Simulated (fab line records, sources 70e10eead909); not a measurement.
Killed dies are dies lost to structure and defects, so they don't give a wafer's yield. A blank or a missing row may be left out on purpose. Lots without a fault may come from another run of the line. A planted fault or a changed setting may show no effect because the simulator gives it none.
Chamber matching | flow nand_harc | NHARC_A_DECK1_JOINT_DEP_16 on pecvd-01: 3 sister chambers
The step deposits SiO2, target thk 45 nm. 6 wafers are shown with their chamber, then 7 later ones without.

WAFERS WITH THEIR CHAMBER
wafer  | chamber | heater_power_w (W) | throttle_valve_pct (%)
L195.1 | 1       | 546                | 16.3
L199.2 | 2       | 610                | 16.0
L199.3 | 0       | 479                | 16.4
L199.5 | 1       | 572                | 15.9
L200.1 | 0       | 438                | 16.2
L200.4 | 2       | 560                | 16.2

WAFERS WITHOUT THEIR CHAMBER
wafer  | heater_power_w (W) | throttle_valve_pct (%)
L200.6 | 436                | 16.1
L203.2 | 570                | 16.1
L203.5 | 579                | 16.0
L203.6 | 554                | 16.3
L204.1 | 456                | 16.3
L204.2 | 616                | 16.2
L204.3 | 463                | 16.6

WHICH CHAMBER EACH WENT THROUGH
wafer  | from the rows above     | in truth
L200.6 | 0                       | 0
L203.2 | can't be placed: 1 or 2 | 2
L203.5 | can't be placed: 2 or 1 | 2
L203.6 | can't be placed: 1 or 2 | 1
L204.1 | 0                       | 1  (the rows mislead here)
L204.2 | can't be placed: 2 or 1 | 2
L204.3 | 0                       | 0
Placed correctly: 2 of 7. Can't be placed from these rows: 4 (the true chamber is among the candidates in 4). Placed wrongly: 1.
How it was worked out, from the rows above alone: a wafer's distance from a chamber is the root of the sum, over the readings, of the square of ((its reading less the chamber's mean) divided by the reading's scatter). The wafer belongs to the nearest chamber; if the next one is less than 2 further off, it can't be placed. A chamber's mean is the mean of its shown wafers. The scatter: the root of (the sum of the squares of (reading less its chamber's mean) over the shown wafers, divided by (wafers less chambers)).
